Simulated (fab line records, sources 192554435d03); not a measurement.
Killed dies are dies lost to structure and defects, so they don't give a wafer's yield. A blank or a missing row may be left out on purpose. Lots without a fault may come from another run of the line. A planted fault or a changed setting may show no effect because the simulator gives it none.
A struck lot beside a sound one | flow n5_finfet | 14 steps out of a route of 1938
Sound: wafers L554.2, L554.3, L554.5. Struck: wafers L559.1, L559.2, L559.3. The cause comes at the end.
At each step with rows: each side's tool, then ch and its chambers, then its first start. Under that, the readings that differ: sound wafers | struck wafers | difference of the means | sigmas: that difference in standard deviations of wafers without a fault.
alike: readings whose means differ by less than 2 such deviations, and words and numbers that are the same on both sides. not compared: withheld readings, readings that some wafer has no value for, bounds like >300 that may hide the same value, and numbers for which the record gives no deviation and whose values overlap.
The two part at a step that has a row with sigmas, a row that says differs or no value, or rows on one side only. Numbers that don't overlap but have no deviation are shown without sigmas and don't part them. A reading that every wafer of one side lacks parts them only if that side has two wafers or more.

N5_BEOL_M0_SAQP_RECESS_109: chemistry HF/NH3, target SiO2, target depth 3 nm, afs cycles 1, sublimation time 60 s.
  sound on vapor_etch-02 ch 0,1, day 5 12:38; struck on vapor_etch-02 ch 0,1, day 6 18:34
  alike: drypump_motor_current_A
N5_BEOL_M0_SAQP_SPACER2_ALD_26: deposits SiO2, target thk 15 nm, pulse time 1 s, purge time 2 s.
  sound on ald_sin-04 ch 0,2, day 5 13:40; struck on ald_sin-01 ch 0,1,3, day 6 19:21
  alike: chamber_pressure_Torr, heater_power_w, precursor_pulse_height_rel
  not compared: since_wet_clean_h
N5_BEOL_M0_SAQP_SPACER2_ETCHBACK_27: etches SiO2 in CHF3/O2, target depth 22.5 nm, time 11.25 s.
  sound on rie_diel-05 ch 2,3, day 5 14:13; struck on rie_diel-02 ch 1,2,3, day 6 19:54
  alike: drypump_motor_current_A, oes_f_703_au, oes_product_au, rf_vpp_V, showerhead_plenum_p_Torr, throttle_valve_pct
  not compared: rf_hours_counter_h
N5_BEOL_M0_SAQP_MANDREL2_REMOVE_110: chemistry HBr/Cl2/O2, target a-Si, stops on SiCN, bt time 10 s.
  sound on rie_si-02 ch 0,1,2, day 5 14:18; struck on rie_si-06 ch 1,2,3, day 6 19:59
  alike: drypump_motor_current_A, mfc_cl2_sccm, oes_product_au, throttle_valve_pct
  not compared: rf_hours_counter_h
N5_BEOL_M0_SAQP_CD_MEAS_29: target cd 14.4 nm.
  sound on cd_sem-02 ch 0, day 5 14:25; struck on cd_sem-03 ch 0, day 6 20:05
  alike: cd_nm
then, 7 steps without rows for these wafers: N5_BEOL_M0_SAQP_COAT_69 (time 60 s, resist thk 90 nm); N5_BEOL_M0_SAQP_COAT_72 (time 60 s, resist thk 15 nm); N5_BEOL_M0_SAQP_COAT_87 (time 60 s, resist thk 5 nm); N5_BEOL_M0_SAQP_COAT_34 (resist thk 30 nm); N5_BEOL_M0_SAQP_EBR_36; N5_BEOL_M0_SAQP_SOFTBAKE_35 (time 60 s); N5_BEOL_M0_SAQP_EXPOSE_37 (exposes mask M0 CUT1, target cd 30 nm).
N5_BEOL_M0_SAQP_PEB_38: peb time 60 s.
  sound on litho_track-04 ch 0, day 5 14:39; struck on litho_track-01, day 6 20:20
  no value came back on the struck wafers for chill_plate_temp_C (C), exhaust_pa (Pa), peb_time_s (s), plate_temp_C (C); on the sound wafers chill_plate_temp_C (C) reads 23.03 22.86 22.98
then, 1 step without rows for these wafers: N5_BEOL_M0_SAQP_DEVELOP_39 (develop time 30 s).

WHERE THEY PART
Only at N5_BEOL_M0_SAQP_PEB_38, within this record.

WHY: what the simulator had put in
Skipped step whole: litho_track-01, from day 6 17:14 on, at N5_BEOL_M0_SAQP_PEB_38. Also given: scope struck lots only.
